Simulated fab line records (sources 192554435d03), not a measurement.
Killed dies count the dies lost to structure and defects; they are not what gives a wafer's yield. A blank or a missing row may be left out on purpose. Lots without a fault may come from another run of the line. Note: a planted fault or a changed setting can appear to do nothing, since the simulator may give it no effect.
Matching of chambers + flow n5Finfet + N5_BEOL_M1_VIA_ETCH_34 on rieDiel-01: 4 sister chambers
The step etches the open film in C4F6/O2, target depth 67.8 nm, time 64.4 s. 24 wafers are shown with their chamber, then 12 later ones without.

== WAFERS PAIRED WITH THEIR CHAMBERS ==
| wafer  | chamber | drypumpMotorCurrentA (A) | rfVppV (V) | showerheadPlenumPTorr (Torr) |
|--------|---------|--------------------------|------------|------------------------------|
| L075.2 | 3       | 6.3                      | 655        | 2.81                         |
| L075.5 | 0       | 5.1                      | 674        | 2.76                         |
| L075.6 | 3       | 6.3                      | 654        | 2.81                         |
| L077.2 | 0       | 5.1                      | 673        | 2.76                         |
| L077.4 | 3       | 6.3                      | 657        | 2.81                         |
| L077.6 | 1       | 6.4                      | 634        | 2.92                         |
| L079.1 | 0       | 5.1                      | 672        | 2.76                         |
| L079.3 | 2       | 6.8                      | 671        | 2.73                         |
| L079.5 | 0       | 5.1                      | 674        | 2.76                         |
| L082.2 | 1       | 6.3                      | 635        | 2.91                         |
| L082.4 | 2       | 6.8                      | 671        | 2.73                         |
| L082.5 | 1       | 6.4                      | 635        | 2.91                         |
| L085.2 | 0       | 5.1                      | 673        | 2.75                         |
| L085.3 | 1       | 6.4                      | 632        | 2.91                         |
| L085.6 | 2       | 6.8                      | 673        | 2.73                         |
| L086.2 | 3       | 6.3                      | 656        | 2.80                         |
| L086.4 | 1       | 6.4                      | 635        | 2.91                         |
| L086.5 | 1       | 6.3                      | 634        | 2.91                         |
| L087.1 | 0       | 5.1                      | 672        | 2.75                         |
| L087.5 | 2       | 6.8                      | 672        | 2.72                         |
| L087.6 | 3       | 6.3                      | 655        | 2.80                         |
| L088.4 | 3       | 6.3                      | 655        | 2.80                         |
| L088.5 | 1       | 6.4                      | 633        | 2.91                         |
| L088.6 | 0       | 5.1                      | 673        | 2.75                         |

SIGNATURES, as means of the wafers listed above
| reading               | chamber 0 | chamber 1 | chamber 2 | chamber 3 | scatter within a chamber |
|-----------------------|-----------|-----------|-----------|-----------|--------------------------|
| drypumpMotorCurrentA  | 5.100     | 6.371     | 6.800     | 6.300     | 0.0267                   |
| rfVppV                | 673.00    | 634.00    | 671.75    | 655.33    | 1                        |
| showerheadPlenumPTorr | 2.7557    | 2.9114    | 2.7275    | 2.8050    | 0.00491                  |
Rule: for a wafer and a chamber, the distance is found by dividing, reading by reading, the gap between the wafer's reading and the chamber's mean by the reading's scatter, squaring, summing and taking the root. The wafer belongs to the nearest chamber; if the next one is less than 2 further off, it can't be placed. The scatter is the square root of a quotient: the sum, over the shown wafers, of each reading's squared deviation from its chamber's mean, divided by wafers minus chambers.

== WAFERS MISSING THEIR CHAMBER ==
| wafer  | drypumpMotorCurrentA (A) | rfVppV (V) | showerheadPlenumPTorr (Torr) |
|--------|--------------------------|------------|------------------------------|
| L090.2 | 5.1                      | 671        | 2.75                         |
| L090.3 | 6.3                      | 654        | 2.80                         |
| L090.5 | 6.4                      | 634        | 2.91                         |
| L091.2 | 6.3                      | 655        | 2.80                         |
| L091.5 | 5.1                      | 673        | 2.75                         |
| L091.6 | 6.3                      | 655        | 2.80                         |
| L096.1 | 5.1                      | 671        | 2.75                         |
| L096.4 | 6.3                      | 656        | 2.80                         |
| L096.6 | 6.4                      | 634        | 2.90                         |
| L097.3 | 6.8                      | 673        | 2.72                         |
| L097.4 | 5.1                      | 674        | 2.74                         |
| L097.6 | 6.3                      | 653        | 2.80                         |

== WHICH CHAMBER EACH ONE RAN IN ==
| wafer  | from the rows above | in truth |
|--------|---------------------|----------|
| L090.2 | 0                   | 0        |
| L090.3 | 3                   | 3        |
| L090.5 | 1                   | 1        |
| L091.2 | 3                   | 3        |
| L091.5 | 0                   | 0        |
| L091.6 | 3                   | 3        |
| L096.1 | 0                   | 0        |
| L096.4 | 3                   | 3        |
| L096.6 | 1                   | 1        |
| L097.3 | 2                   | 2        |
| L097.4 | 0                   | 0        |
| L097.6 | 3                   | 3        |
Placed correctly: 12 of 12. Left unplaced by these rows: 0. 0 placed wrongly.
